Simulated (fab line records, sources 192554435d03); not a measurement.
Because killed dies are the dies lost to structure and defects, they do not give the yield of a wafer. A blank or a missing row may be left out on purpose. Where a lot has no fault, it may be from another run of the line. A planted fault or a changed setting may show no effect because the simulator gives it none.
fab line records	flow n5Finfet
record: lots: 9	wafers: 26	lastDay: 17
route steps=1938 shown BEOL_M4@1111 BEOL_M7@1283 PASSIVATION@1936
lots that met no fault: from a run of the same line without faults
startH: hours from the record's first day to the start of the lot's first wafer shown	waitH: hours elapsed since this lot's preceding step	" repeats the value in the row above	L1.1+2: one row covering several wafers at once	- no value present, or no start provided	* or withheld: withheld	< > ~ a bound
route shown NAME@n: names a module that has steps shown in the file, with the first one's number in the route	usual: mean/standard deviation taken from wafers without a fault	same: alike in all rows	chamber/n: place in a boat	sites: readings site by site	_std_site: the values' standard deviation	_edge_site: outer sites' mean less inner sites'	radiusMm: for every site, how far away it sits from the centre of the wafer	mask NAME#n: copy n	behind: the tool/chamber that last shaped the wafer	hold: the reason the lot was held/the length of the hold in hours/how it ended	device: names the non-switching transistor (n, p or np)	end of line: the same wafers' tests at the end of the route	a step given without rows: its recipe and nothing more	killed: the dies lost at the first sort to structure and to defects; this is not the yield of the wafer	map: shows each die of a wafer: x if killed, . if not, _ if none is there
set.NAME: the setting as run; set.NAME@STEP: as run at that earlier step	model.NAME: the simulator's own value behind a step, which no gauge read
a sample of lots followed through the steps of the route, with each step as a table and each wafer as a row
services: the hour from which a tool's chamber was out of use, counted from the record's first day as startH (under 0 if before that day), plus the number of hours and why
== steps ==
step: N5_BEOL_M4_RC_MEAS_101
usual: DIBL_N: 36.6/2.1	DIBL_P: 36.5/2.7	IOFF_N: 0.17/0.043	IOFF_P: 0.22/0.045	ION_N: 674/17	ION_P: 461/9.9	SS_N: 71.7/0.79	SS_P: 73.4/0.79	VT_N: 249/4	VT_P: -250/3.3
lot.wafer	tool	chamber	startH	waitH	DIBL_N[mV/V]	DIBL_P[mV/V]	IOFF_N[nA/um]	IOFF_P[nA/um]	ION_N[uA/um]	ION_P[uA/um]	SS_N[mV/dec]	SS_P[mV/dec]	VT_N[mV]	VT_P[mV]
L367.1	prober-02	0	194.93	0.0	40.5	39.4	0.23	0.26	695	463	73.2	74.4	247	-250
L367.2	"	0	"	"	37.7	35.1	0.17	0.19	676	454	72.8	73.9	250	-254
L367.6	"	0	"	"	38.3	37.4	0.20	0.23	693	464	72.4	73.9	248	-248
L371.1	prober-02	0	208.94	0.0	39.1	38.8	0.20	0.23	668	454	72.6	73.9	249	-251
L371.2	"	0	"	"	41.6	42.6	0.28	0.30	695	467	72.6	74.9	243	-248
L371.6	"	0	"	"	41.1	42.1	0.23	0.28	702	472	72.1	74.9	247	-249
L372.2	prober-01	0	209.24	0.2	35.3	37.4	0.13	0.21	659	456	71.8	73.9	252	-251
L372.3	"	0	"	"	32.8	33.5	0.10	0.16	664	462	70.7	72.6	256	-254
L372.5	"	0	"	"	32.1	33.0	0.10	0.15	662	459	71.0	72.1	257	-254
L370.3	prober-02	0	215.73	0.3	39.5	41.3	0.25	0.30	692	469	73.0	74.9	244	-246
L370.4	"	0	"	"	39.0	40.2	0.25	0.30	689	468	72.0	74.1	242	-245
L370.6	"	0	"	"	37.1	36.6	0.20	0.23	687	465	72.0	73.9	248	-246
L374.1	prober-02	0	218.22	0.0	35.5	36.0	0.15	0.23	673	467	71.9	73.6	248	-246
L374.2	"	0	"	"	37.8	38.4	0.19	0.27	682	478	72.0	74.2	249	-246
L383.1	prober-01	0	267.84	0.0	37.2	37.6	0.17	0.22	658	452	71.1	74.0	250	-249
L383.4	"	0	"	"	38.0	39.5	0.20	0.25	682	465	72.1	73.7	245	-248
L383.5	"	0	"	"	35.6	34.8	0.15	0.18	673	455	71.3	73.8	251	-250
L381.1	prober-02	0	274.00	0.0	37.2	38.4	0.15	0.22	660	455	72.0	73.3	252	-249
L381.4	"	0	"	"	39.3	40.1	0.21	0.26	677	462	72.3	73.8	245	-247
L381.6	"	0	"	"	35.4	35.7	0.14	0.18	668	460	71.1	72.7	248	-250
L382.1	prober-02	0	275.77	0.0	37.5	37.3	0.21	0.22	678	460	71.7	73.9	244	-250
L382.3	"	0	"	"	37.2	36.4	0.17	0.21	670	450	72.4	72.9	249	-252
L382.4	"	0	"	"	36.2	36.1	0.18	0.20	699	469	71.6	73.4	246	-250
L388.1	prober-02	0	320.30	0.0	38.0	35.3	0.19	0.20	693	467	72.9	73.4	246	-252
L388.2	"	0	"	"	37.7	35.8	0.16	0.20	654	445	71.8	73.4	251	-252
L388.5	"	0	"	"	35.5	33.8	0.14	0.17	680	472	71.3	73.6	251	-252
step: N5_BEOL_M7_STRIP_67
recipe: chemistry: CF4	resist: SiARC	powerW: 300	biasPowerW: 75	pressureMtorr: 50	cf4FlowSccm: 150	rfFrequencyHz: 6e+07
usual: drypumpMotorCurrentA: 5.6/0.47	oesProductAu: 0.81/0.096	powerW: 300.0/0.95	rfVppV: 271.5/1.5	showerheadPlenumPTorr: 1.81/0.055	throttleValvePct: 13.5/0.31
lot.wafer	tool	chamber	startH	waitH	drypumpMotorCurrentA	oesProductAu	powerW	rfHoursCounterH	rfVppV	showerheadPlenumPTorr	throttleValvePct
L367.1	rieDiel-05	0	218.61	0.0	6.5	0.72	301.8	201	272.0	1.83	13.8
L367.2	"	3	"	"	5.3	0.68	299.1	249	270.5	1.78	14.1
L367.6	"	1	"	"	5.5	0.69	301.6	-	270.4	1.77	13.7
L372.2	rieDiel-02	3	232.53	0.0	5.4	0.86	298.7	49	270.8	1.90	13.4
L372.3	"	1	"	"	5.8	0.72	298.6	196	272.7	1.85	13.9
L372.5	"	1	"	"	5.8	0.73	297.8	-	270.0	1.85	13.9
L371.1	rieDiel-04	3	238.43	0.0	5.0	0.86	299.1	44	271.6	1.80	13.0
L371.2	"	2	"	"	4.9	0.79	299.3	103	272.1	1.80	13.5
L371.6	"	2	"	"	4.9	0.79	300.2	-	272.1	1.80	13.5
L370.3	rieDiel-02	3	238.93	0.0	5.4	0.86	301.0	51	273.5	1.90	13.4
L370.4	"	0	"	"	6.0	0.73	300.4	206	271.4	1.79	13.8
L370.6	"	1	"	"	5.9	0.72	301.1	-	273.2	1.85	13.9
L374.1	rieDiel-02	1	242.57	0.0	5.8	0.72	300.4	198	271.9	1.85	13.9
L374.2	"	0	"	"	6.0	0.73	297.8	207	271.2	1.79	13.8
L383.1	rieDiel-05	1	290.38	0.0	5.5	0.68	299.9	245	269.0	1.76	13.8
L383.4	"	0	"	"	6.4	0.70	300.6	226	273.0	1.82	13.9
L383.5	"	3	"	"	5.2	0.93	300.4	-	273.0	1.77	13.6
L381.1	rieDiel-05	3	300.58	0.0	5.3	0.92	300.1	16	269.5	1.77	13.5
L381.4	"	0	"	"	6.5	0.70	298.8	229	271.9	1.82	13.9
L381.6	"	1	"	"	5.5	0.68	300.0	-	269.4	1.76	13.8
L382.1	rieDiel-05	0	300.86	0.0	6.4	0.70	302.0	229	272.8	1.82	13.9
L382.3	"	1	"	"	5.5	0.68	299.8	249	269.5	1.76	13.8
L382.4	"	2	"	"	5.8	0.87	298.9	56	270.8	1.74	13.3
L388.1	rieDiel-04	1	344.18	0.0	6.2	0.93	299.3	25	271.5	1.92	13.5
L388.2	"	3	"	"	5.0	0.82	301.1	79	271.5	1.79	13.1
L388.5	"	3	"	"	5.0	0.83	301.3	-	271.4	1.79	13.1
step: N5_BEOL_M7_ETCH_65
recipe: chemistry: CF4	target: SiARC	targetDepthA: 156	maskMaterial: CAR-EUV	timeS: 26	ionEnergyEv: 80	pressureMtorr: 40	sourceW: 545	biasW: 36	Ar_flow_sccm: 100	cf4FlowSccm: 100	ends: cleared
usual: biasW: 36.00/0.11	cf4FlowSccm: 100.0/0.31	drypumpMotorCurrentA: 5.6/0.45	etchRfOnTimeS: 26.3/0.84	oesProductAu: 0.69/0.086	rfVppV: 184.6/1.1	showerheadPlenumPTorr: 2.17/0.066	throttleValvePct: 15.57/0.29
lot.wafer	tool	chamber	startH	waitH	biasW	cf4FlowSccm	drypumpMotorCurrentA	etchRfOnTimeS	oesProductAu	rfHoursCounterH	rfVppV	showerheadPlenumPTorr	throttleValvePct
L367.1	rieDiel-05	3	220.67	0.0	35.97	99.6	5.2	25.4	0.58	249	183.4	2.10	16.00
L367.2	"	0	"	"	36.04	100.3	6.4	27.1	0.60	202	186.6	2.21	15.92
L367.6	"	0	"	"	35.97	100.1	6.4	27.2	0.60	-	185.4	2.21	15.94
L372.2	rieDiel-02	2	233.90	0.0	35.97	100.1	5.7	24.5	0.86	2	184.2	2.12	15.62
L372.3	"	1	"	"	35.97	99.9	5.8	26.7	0.61	196	185.1	2.21	15.88
L372.5	"	2	"	"	36.03	99.8	5.7	24.6	0.85	-	183.7	2.12	15.63
L371.1	rieDiel-02	1	239.44	0.0	36.02	100.4	5.8	26.2	0.60	198	184.3	2.21	15.90
L371.2	"	2	"	"	35.97	99.7	5.7	24.7	0.85	4	183.9	2.12	15.61
L371.6	"	3	"	"	36.09	99.6	5.4	26.0	0.74	-	184.3	2.26	15.38
L370.3	rieDiel-05	2	241.27	0.0	36.04	100.4	5.8	25.7	0.77	38	183.5	2.08	15.23
L370.4	"	2	"	"	36.09	100.3	5.8	25.5	0.77	-	183.4	2.08	15.25
L370.6	"	0	"	"	35.94	100.1	6.5	26.8	0.60	-	185.0	2.21	15.92
L374.1	rieDiel-02	2	243.81	0.0	35.81	99.8	5.6	25.1	0.84	5	183.3	2.12	15.62
L374.2	"	0	"	"	36.03	100.2	6.0	27.6	0.60	207	183.8	2.13	15.81
L383.1	rieDiel-05	0	294.96	0.0	35.91	100.0	6.5	26.4	0.59	227	185.0	2.20	15.95
L383.4	"	3	"	"	36.05	99.8	5.3	25.1	0.80	14	182.0	2.10	15.54
L383.5	"	0	"	"	35.99	99.9	6.5	26.4	0.59	-	184.6	2.20	15.97
L382.1	rieDiel-05	1	301.91	0.0	35.82	100.6	5.6	27.8	0.56	249	182.7	2.09	15.72
L382.3	"	0	"	"	35.91	99.6	6.5	26.8	0.59	230	185.2	2.20	15.97
L382.4	"	2	"	"	35.95	100.4	5.8	25.5	0.74	56	183.8	2.08	15.27
L381.1	rieDiel-02	1	302.08	0.0	36.10	100.1	5.8	26.9	0.59	219	185.4	2.21	15.93
L381.4	"	2	"	"	36.05	100.1	5.6	25.4	0.79	18	185.0	2.11	15.64
L381.6	"	3	"	"	35.93	99.9	5.4	26.4	0.70	-	185.2	2.25	15.43
L388.1	rieDiel-02	1	347.66	0.0	35.89	100.3	5.9	26.6	0.59	231	184.6	2.20	15.94
L388.2	"	2	"	"	36.01	100.1	5.6	25.1	0.77	30	183.6	2.11	15.67
L388.5	"	0	"	"	35.85	99.9	6.0	27.4	0.59	-	183.7	2.12	15.88
step: N5_BEOL_M7_ETCH_41
recipe: chemistry: CH3F/O2	target: SiCN	targetDepthA: 319	taperDeg: 2	timeS: 57.8	ionEnergyEv: 120	maskMaterial: TiN	pressureMtorr: 30	sourceW: 395	biasW: 75	Ar_flow_sccm: 150	CH3F_flow_sccm: 30	O2_flow_sccm: 20
usual: CH3F_flow_sccm: 30.00/0.095	O2_flow_sccm: 20.00/0.057	drypumpMotorCurrentA: 5.6/0.45	oesProductAu: 0.80/0.099	rfVppV: 298.1/1.4	showerheadPlenumPTorr: 2.04/0.069	throttleValvePct: 16.29/0.28
lot.wafer	tool	chamber	startH	waitH	CH3F_flow_sccm	O2_flow_sccm	drypumpMotorCurrentA	oesProductAu	rfHoursCounterH	rfVppV	showerheadPlenumPTorr	throttleValvePct
L367.1	rieDiel-05	3	220.92	-	29.99	20.00	5.3	0.68	249	297.3	1.94	16.57
L367.2	"	0	"	"	29.99	20.10	6.4	0.70	202	299.1	2.09	16.78
L367.6	"	0	"	"	30.06	19.99	6.4	0.71	-	299.4	2.09	16.77
L372.2	rieDiel-02	2	234.15	-	29.95	20.02	5.6	0.99	2	296.0	1.98	16.33
L372.3	"	1	"	"	29.89	19.98	5.9	0.70	196	298.7	2.07	16.59
L372.5	"	2	"	"	29.95	19.96	5.6	0.98	-	296.5	1.98	16.32
L371.1	rieDiel-02	1	239.69	-	30.11	19.94	5.8	0.70	198	300.0	2.07	16.59
L371.2	"	2	"	"	30.12	20.01	5.6	0.98	4	298.0	1.98	16.33
L371.6	"	3	"	"	30.05	20.00	5.3	0.85	-	297.5	2.11	16.09
L370.3	rieDiel-05	2	241.52	-	29.97	20.04	5.7	0.89	38	296.4	1.94	15.95
L370.4	"	2	"	"	30.14	19.95	5.8	0.89	-	297.9	1.94	15.93
L370.6	"	0	"	"	29.97	19.96	6.5	0.70	-	299.8	2.09	16.79
L374.1	rieDiel-02	2	244.06	-	30.06	19.97	5.7	0.96	5	297.8	1.98	16.33
L374.2	"	0	"	"	30.06	20.02	6.0	0.71	207	296.3	1.98	16.53
L383.1	rieDiel-05	0	295.21	-	-	-	-	-	-	-	-	-
L383.4	"	3	"	"	-	-	-	-	-	-	-	-
L383.5	"	0	"	"	-	-	-	-	-	-	-	-
L382.1	rieDiel-05	1	302.16	-	-	-	-	-	-	-	-	-
L382.3	"	0	"	"	-	-	-	-	-	-	-	-
L382.4	"	2	"	"	-	-	-	-	-	-	-	-
L381.1	rieDiel-02	1	302.33	-	-	-	-	-	-	-	-	-
L381.4	"	2	"	"	-	-	-	-	-	-	-	-
L381.6	"	3	"	"	-	-	-	-	-	-	-	-
L388.1	rieDiel-02	1	347.91	-	29.90	19.98	5.8	0.68	231	297.7	2.06	16.66
L388.2	"	2	"	"	29.85	20.03	5.7	0.90	30	298.8	1.97	16.38
L388.5	"	0	"	"	29.99	20.03	6.0	0.69	-	296.2	1.97	16.57
step: N5_PASSIVATION_PROBE_49
usual: defectLimitedYield: 91.5/1.7	killed_at_M0_to_M3: 33/11	killed_at_M4_up: 13/5.2	killedAtContacts: 11/5.7	killedAtFrontEnd: 39/11	killedAtOther: 4/3	killedDies: 101/20	killedOnRim: 13/4.1	killedOpen: 66/15	killedShort: 33/8.4	sort_bin_4_leakage: 0.01/0.073	sort_bin_5_function: 5.0/1.1	sort_bin_6_memory: 3.2/0.69	sortNPass: 1078/20	sortYieldPct: 91.4/1.7
same: grossDies: 1180	killedAtBackSide: 0	sort_bin_8_speed[%]: 0
lot.wafer	tool	chamber	startH	waitH	defectLimitedYield[%]	killed_at_M0_to_M3	killed_at_M4_up	killedAtContacts	killedAtFrontEnd	killedAtOther	killedDies	killedOnRim	killedOpen	killedShort	sort_bin_4_leakage[%]	sort_bin_5_function[%]	sort_bin_6_memory[%]	sortNPass	sortYieldPct[%]
L367.1	prober-01	-	297.33	0.0	89.6	43	25	12	39	4	123	17	84	35	0	6.9	3.2	1057	89.6
L367.2	prober-01	-	297.38	0.1	90.3	31	20	19	40	4	114	18	68	37	0	5.7	3.8	1066	90.3
L367.6	prober-01	-	297.58	0.3	91.8	19	18	10	48	2	97	16	67	27	0	5.1	2.9	1083	91.8
L372.2	prober-01	-	315.66	0.1	90.3	58	17	7	26	6	114	16	76	35	0	5.6	3.8	1066	90.3
L372.3	prober-01	-	315.71	0.1	91.9	41	11	9	32	2	95	15	62	31	0	5.3	2.5	1085	91.9
L372.5	prober-01	-	315.81	0.2	91.0	50	11	13	23	9	106	12	60	45	0	5.0	3.5	1074	91.0
L374.1	prober-01	-	321.15	0.0	91.8	22	10	15	44	6	97	17	59	36	0	4.9	3.1	1083	91.8
L374.2	prober-01	-	321.20	0.1	90.5	33	8	8	60	3	112	20	69	41	0	5.7	3.3	1068	90.5
L371.1	prober-02	-	321.23	0.1	94.2	25	9	4	23	7	68	7	38	29	0	3.6	1.6	1112	94.2
L371.2	prober-02	-	321.28	0.2	91.8	28	9	19	40	1	97	14	55	40	0.17	4.2	3.6	1081	91.6
L371.6	prober-02	-	321.48	0.4	94.8	10	11	6	31	3	61	5	35	25	0	2.9	2.1	1119	94.8
L383.1	prober-01	-	378.54	0.0	0	21	1117	5	31	6	1180	152	36	33	0	97.9	1.9	0	0
L383.4	prober-01	-	378.69	0.2	0	52	1083	9	28	8	1180	152	63	51	0	95.9	3.5	0	0
L383.5	prober-01	-	378.74	0.2	0	24	1113	4	34	5	1180	152	65	13	0	96.9	2.9	0	0
L382.1	prober-02	-	382.02	0.0	0	38	1086	2	52	2	1180	152	62	46	0	96.0	3.5	0	0
L382.3	prober-02	-	382.12	0.1	0	27	1094	9	43	7	1180	152	56	44	0	96.4	3.1	0	0
L382.4	prober-02	-	382.17	0.2	0	42	1094	4	38	2	1180	152	63	36	0	96.8	3.1	0	0
L381.1	prober-02	-	385.93	0.0	0	21	1110	8	39	2	1180	152	52	28	0	97.8	1.8	0	0
L381.4	prober-02	-	386.08	0.2	0	26	1106	11	33	4	1180	152	60	30	0	96.9	3.1	0	0
L381.6	prober-02	-	386.18	0.3	0	30	1094	3	50	3	1180	152	69	30	0	95.9	3.7	0	0
L388.1	prober-02	-	419.39	0.0	92.9	21	18	9	32	4	84	13	59	20	0	4.7	2.5	1096	92.9
L388.2	prober-02	-	419.44	0.1	93.9	25	10	7	27	3	72	14	55	16	0	3.4	2.6	1108	93.9
L388.5	prober-02	-	419.59	0.2	89.2	27	23	26	51	0	127	24	86	40	0	6.4	4.2	1053	89.2
killed by level:class
L367.1 BEOL_M0_SAQP:geometricParticle:open=13 MOL_CONTACT_COAG:geometricParticle:open=11 BEOL_M4:geometricParticle:open=11 STI_FIN_REVEAL:geometricParticle:open=9 BEOL_M3:geometricParticle:open=9 BEOL_M0_SAQP:geometricParticle:short=8 FIN_SAQP:geometricParticle:open=5 GATE_CUT:geometricParticle:short=5
L367.2 MOL_CONTACT_COAG:geometricParticle:open=10 MOL_CONTACT_COAG:geometricParticle:short=9 STI_FIN_REVEAL:geometricParticle:open=8 BEOL_M4:geometricParticle:open=8 FIN_SAQP:geometricParticle:open=7 BEOL_M1:geometricParticle:open=7 STARTING-WAFER:geometricParticle:open=6 BEOL_M3:geometricParticle:short=6
L367.6 STI_FIN_REVEAL:geometricParticle:open=22 MOL_CONTACT_COAG:geometricParticle:open=8 BEOL_M1:geometricParticle:open=7 GATE_CUT:geometricParticle:open=6 STI_FIN_REVEAL:geometricParticle:short=4 BEOL_M3:geometricParticle:open=4 BEOL_M4:geometricParticle:open=4 BEOL_M5:geometricParticle:open=4
L372.2 BEOL_M3:geometricParticle:open=14 BEOL_M0_SAQP:geometricParticle:short=11 BEOL_M2:geometricParticle:open=10 BEOL_M0_SAQP:geometricParticle:open=9 BEOL_M4:geometricParticle:open=6 MOL_CONTACT_COAG:geometricParticle:open=6 BEOL_M1:geometricParticle:open=6 GATE_CUT:geometricParticle:short=4
L372.3 BEOL_M0_SAQP:geometricParticle:short=13 BEOL_M2:geometricParticle:open=13 FIN_SAQP:geometricParticle:short=8 GATE_CUT:geometricParticle:open=8 MOL_CONTACT_COAG:geometricParticle:open=8 BEOL_M1:geometricParticle:open=6 BEOL_M4:geometricParticle:open=4 STARTING-WAFER:geometricParticle:open=4
L372.5 BEOL_M3:geometricParticle:short=12 BEOL_M3:geometricParticle:open=11 MOL_CONTACT_COAG:geometricParticle:open=10 BEOL_M0_SAQP:geometricParticle:short=10 BEOL_M0_SAQP:geometricParticle:open=5 BEOL_M1:geometricParticle:open=5 STI_FIN_REVEAL:geometricParticle:open=4 GATE_CUT:geometricParticle:open=4
L374.1 MOL_CONTACT_COAG:geometricParticle:open=12 FIN_SAQP:geometricParticle:short=11 GATE_CUT:geometricParticle:short=9 STI_FIN_REVEAL:geometricParticle:open=5 GATE_CUT:geometricParticle:open=5 BEOL_M3:geometricParticle:open=5 DUMMY_GATE:geometricParticle:open=4 BEOL_M0_SAQP:geometricParticle:short=4
L374.2 STI_FIN_REVEAL:geometricParticle:open=23 BEOL_M0_SAQP:geometricParticle:short=9 MOL_CONTACT_COAG:geometricParticle:open=7 BEOL_M3:geometricParticle:open=7 DUMMY_GATE:geometricParticle:open=6 FIN_SAQP:geometricParticle:short=5 BEOL_M0_SAQP:geometricParticle:open=5 STI_FIN_REVEAL:geometricParticle:short=4
L371.1 BEOL_M0_SAQP:geometricParticle:open=11 GATE_CUT:geometricParticle:short=8 BEOL_M0_SAQP:geometricParticle:short=8 FIN_SAQP:geometricParticle:open=3 FIN_SAQP:geometricParticle:short=3 BEOL_M8:geometricParticle:open=3 MOL_CONTACT_COAG:geometricParticle:open=3 PASS1_DEP:geometricParticle:open=3
L371.2 MOL_CONTACT_COAG:geometricParticle:open=15 FIN_SAQP:geometricParticle:short=10 BEOL_M0_SAQP:geometricParticle:open=8 BEOL_M0_SAQP:geometricParticle:short=7 DUMMY_GATE:geometricParticle:open=6 FIN_SAQP:geometricParticle:open=5 BEOL_M3:geometricParticle:short=5 MOL_CONTACT_COAG:geometricParticle:short=4
L371.6 FIN_SAQP:geometricParticle:open=11 GATE_CUT:geometricParticle:short=8 MOL_CONTACT_COAG:geometricParticle:open=4 BEOL_M4:geometricParticle:open=3 STARTING-WAFER:geometricParticle:short=3 FIN_SAQP:geometricParticle:short=2 STI_FIN_REVEAL:geometricParticle:open=2 MOL_CONTACT_COAG:geometricParticle:short=2
L383.1 BEOL_M7:areaEtch=1111 FIN_SAQP:geometricParticle:short=7 BEOL_M0_SAQP:geometricParticle:short=7 STI_FIN_REVEAL:geometricParticle:open=6 MOL_CONTACT_COAG:geometricParticle:open=5 BEOL_M0_SAQP:geometricParticle:open=5 STI_FIN_REVEAL:geometricParticle:short=3 DUMMY_GATE:geometricParticle:open=3
L383.4 BEOL_M7:areaEtch=1064 BEOL_M0_SAQP:geometricParticle:short=18 BEOL_M4:geometricParticle:open=11 BEOL_M0_SAQP:geometricParticle:open=10 STI_FIN_REVEAL:geometricParticle:open=9 STARTING-WAFER:geometricParticle:short=7 MOL_CONTACT_COAG:geometricParticle:open=6 BEOL_M1:geometricParticle:open=6
L383.5 BEOL_M7:areaEtch=1102 BEOL_M0_SAQP:geometricParticle:open=10 STI_FIN_REVEAL:geometricParticle:open=8 FIN_SAQP:geometricParticle:open=7 BEOL_M4:geometricParticle:open=7 BEOL_M3:geometricParticle:open=6 FIN_SAQP:geometricParticle:short=5 MOL_CONTACT_COAG:geometricParticle:open=4
L382.1 BEOL_M7:areaEtch=1072 BEOL_M0_SAQP:geometricParticle:short=17 BEOL_M0_SAQP:geometricParticle:open=12 FIN_SAQP:geometricParticle:open=9 GATE_CUT:geometricParticle:short=9 FIN_SAQP:geometricParticle:short=8 GATE_CUT:geometricParticle:open=8 BEOL_M4:geometricParticle:open=7
L382.3 BEOL_M7:areaEtch=1080 FIN_SAQP:geometricParticle:open=12 FIN_SAQP:geometricParticle:short=11 GATE_CUT:geometricParticle:short=9 MOL_CONTACT_COAG:geometricParticle:open=8 BEOL_M2:geometricParticle:open=7 BEOL_M0_SAQP:geometricParticle:short=7 PAD_METAL:geometricParticle:short=6
L382.4 BEOL_M7:areaEtch=1081 GATE_CUT:geometricParticle:short=10 BEOL_M0_SAQP:geometricParticle:open=9 BEOL_M1:geometricParticle:open=9 FIN_SAQP:geometricParticle:open=8 BEOL_M0_SAQP:geometricParticle:short=8 BEOL_M2:geometricParticle:open=8 FIN_SAQP:geometricParticle:short=5
L381.1 BEOL_M7:areaEtch=1100 FIN_SAQP:geometricParticle:short=11 FIN_SAQP:geometricParticle:open=9 STI_FIN_REVEAL:geometricParticle:open=8 MOL_CONTACT_COAG:geometricParticle:open=7 BEOL_M1:geometricParticle:open=6 BEOL_M0_SAQP:geometricParticle:short=6 BEOL_M4:geometricParticle:open=6
L381.4 BEOL_M7:areaEtch=1090 STI_FIN_REVEAL:geometricParticle:open=9 MOL_CONTACT_COAG:geometricParticle:open=8 FIN_SAQP:geometricParticle:open=7 FIN_SAQP:geometricParticle:short=6 BEOL_M3:geometricParticle:open=6 BEOL_M2:geometricParticle:open=5 BEOL_M0_SAQP:geometricParticle:open=5
L381.6 BEOL_M7:areaEtch=1081 FIN_SAQP:geometricParticle:open=14 FIN_SAQP:geometricParticle:short=9 DUMMY_GATE:geometricParticle:open=9 BEOL_M2:geometricParticle:open=8 STI_FIN_REVEAL:geometricParticle:open=7 BEOL_M0_SAQP:geometricParticle:open=5 BEOL_M4:geometricParticle:open=5
L388.1 FIN_SAQP:geometricParticle:open=13 STI_FIN_REVEAL:geometricParticle:open=6 MOL_CONTACT_COAG:geometricParticle:open=6 BEOL_M4:geometricParticle:open=6 BEOL_M8:geometricParticle:open=5 FIN_SAQP:geometricParticle:short=4 BEOL_M0_SAQP:geometricParticle:open=4 BEOL_M0_SAQP:geometricParticle:short=4
L388.2 BEOL_M4:geometricParticle:open=8 FIN_SAQP:geometricParticle:open=7 MOL_CONTACT_COAG:geometricParticle:open=6 BEOL_M0_SAQP:geometricParticle:open=5 BEOL_M1:geometricParticle:open=5 BEOL_M3:geometricParticle:open=5 STI_FIN_REVEAL:geometricParticle:open=4 DUMMY_GATE:geometricParticle:open=4
L388.5 MOL_CONTACT_COAG:geometricParticle:open=21 FIN_SAQP:geometricParticle:open=14 FIN_SAQP:geometricParticle:short=14 BEOL_M5:geometricParticle:open=8 STI_FIN_REVEAL:geometricParticle:open=7 BEOL_M1:geometricParticle:open=7 BEOL_M2:geometricParticle:open=6 MOL_CONTACT_COAG:geometricParticle:short=5
== services ==
tool	chamber	startH	hours	kind
rieDiel-02	2	204.99	-	clean
rieDiel-02	2	204.99	-	consumableReplace:focusRing
rieDiel-02	2	204.99	19.7	scheduledDown
rieDiel-02	2	204.99	19.7	ventCycle
rieDiel-05	3	222.62	-	clean
rieDiel-05	3	222.62	-	consumableReplace:focusRing
rieDiel-05	3	222.62	24.3	scheduledDown
rieDiel-05	3	222.62	24.3	ventCycle
rieDiel-05	-	229.87	0.2	repair
rieDiel-04	1	253.38	-	clean
rieDiel-04	1	253.38	-	consumableReplace:focusRing
rieDiel-04	1	253.38	-	consumableReplace:showerhead
rieDiel-04	1	253.38	17.5	scheduledDown
rieDiel-04	1	253.38	17.5	ventCycle
rieDiel-02	2	266.68	5.1	repair
rieDiel-05	1	305.69	-	clean
rieDiel-05	1	305.69	-	consumableReplace:focusRing
rieDiel-05	1	305.69	27.6	scheduledDown
rieDiel-05	1	305.69	27.6	ventCycle
rieDiel-05	-	319.34	2.8	pm
rieDiel-04	0	324.21	1.2	repair
rieDiel-02	-	330.92	3.4	repair
== key ==
firstSign: step: N5_BEOL_M7_ETCH_41	reading: toolRecord	direction: missing
effect: step: N5_PASSIVATION_PROBE_49	reading: killed_at_M4_up	direction: up	sigmas: 99+	usual: 13	struck: 1100
moreKillsBornAt: N5_BEOL_M7_ETCH_41@rieDiel-05: 6510	N5_BEOL_M7_ETCH_41@rieDiel-02: 3271
metAt N5_BEOL_M7_ETCH_41
struckLots L381,L382,L383
laterRowsLeftOut L381.1,L381.4,L381.6,L382.1,L382.3,L382.4,L383.1,L383.4,L383.5
notActingAt N5_BEOL_M7_STRIP_67,N5_BEOL_M7_ETCH_65
onsetBetween 244.06 295.21
fault: kind: skippedStepWhole	tool: rieDiel-02,rieDiel-05	chamber: -	onsetH: 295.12	steps: N5_BEOL_M7_ETCH_41	scope: struckLotsOnly
laterRowsLeftOut: the simulator's readings of these wafers behind a module that went badly wrong aren't trusted and aren't shown, but for the sort
